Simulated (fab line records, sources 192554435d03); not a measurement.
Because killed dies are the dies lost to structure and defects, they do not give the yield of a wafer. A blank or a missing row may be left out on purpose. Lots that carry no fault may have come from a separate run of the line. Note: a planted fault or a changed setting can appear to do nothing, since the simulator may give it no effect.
Which tool was responsible? :: flow n5Finfet :: 10 lots with 30 wafers sampled at 2 steps, on a route of 1938 steps

== WHAT THE GAUGES READ, wafer by wafer ==
N5_BEOL_M1_INSPECT_59: inspects for defects (darkfield).
lot: L145
measured: day 6 12:14
on: defectInspect-02
rawDefectCount: 122 114 112

lot: L146
measured: day 6 15:56
on: defectInspect-01
rawDefectCount: 84 105 66

lot: L147
measured: day 7 02:56
on: defectInspect-01
rawDefectCount: 42 88 68

lot: L148
measured: day 7 17:06
on: defectInspect-02
rawDefectCount: 65 118 104

lot: L150
measured: day 7 21:30
on: defectInspect-01
rawDefectCount: 58 60 74

lot: L151
measured: day 7 23:49
on: defectInspect-01
rawDefectCount: 103 70 52

lot: L152
measured: day 8 08:24
on: defectInspect-02
rawDefectCount: 131 65 70

lot: L160
measured: day 10 22:07
on: defectInspect-01
rawDefectCount: 120 62 102

lot: L163
measured: day 11 01:33
on: defectInspect-01
rawDefectCount: 76 62 82

lot: L168
measured: day 12 12:22
on: defectInspect-02
rawDefectCount: 82 47 72

== WHICH TOOL RAN EACH LOT (tool, then ch and the chambers of the sampled wafers, then the start) ==
lot: L145
N5_BEOL_M1_DEP_57: pecvd-02 ch 1,2, day 6 12:09

lot: L146
N5_BEOL_M1_DEP_57: pecvd-02 ch 0,1,2, day 6 15:51

lot: L147
N5_BEOL_M1_DEP_57: pecvd-02 ch 1,2, day 7 02:51

lot: L148
N5_BEOL_M1_DEP_57: pecvd-02 ch 0,1,2, day 7 17:01

lot: L150
N5_BEOL_M1_DEP_57: pecvd-01 ch 1,2, day 7 21:25

lot: L151
N5_BEOL_M1_DEP_57: pecvd-02 ch 0,1,2, day 7 23:43

lot: L152
N5_BEOL_M1_DEP_57: pecvd-01 ch 0,1, day 8 08:19

lot: L160
N5_BEOL_M1_DEP_57: pecvd-03 ch 0,1, day 10 22:02

lot: L163
N5_BEOL_M1_DEP_57: pecvd-02 ch 0,1,2, day 11 01:27

lot: L168
N5_BEOL_M1_DEP_57: pecvd-03 ch 1,2, day 12 12:17
- N5_BEOL_M1_DEP_57: deposits SiCN from 3MS/NH3, target thk 8 nm, time 14 s.

== THE ANSWER, worked out from the rows above alone ==
Rule: the lots themselves supply what counts as usual. The widest of any qualifying gaps counts: lots, ordered by their means at a reading, are off when they make up no more than a third of the lots, leave a main group of 4 or more, and stand apart from it by 3 or more times the standard deviation of that group's means. A main group is skipped when, at the precision printed for the reading in the tables above, its means are all equal. Also off: a lot with no number at a reading for which 4 or more lots have one. Any other lot the step has rows for is counted as sound.
No lot is off on any of the readings shown, so nothing can be concluded from this.

== WHAT THE SIMULATOR PUT IN ==
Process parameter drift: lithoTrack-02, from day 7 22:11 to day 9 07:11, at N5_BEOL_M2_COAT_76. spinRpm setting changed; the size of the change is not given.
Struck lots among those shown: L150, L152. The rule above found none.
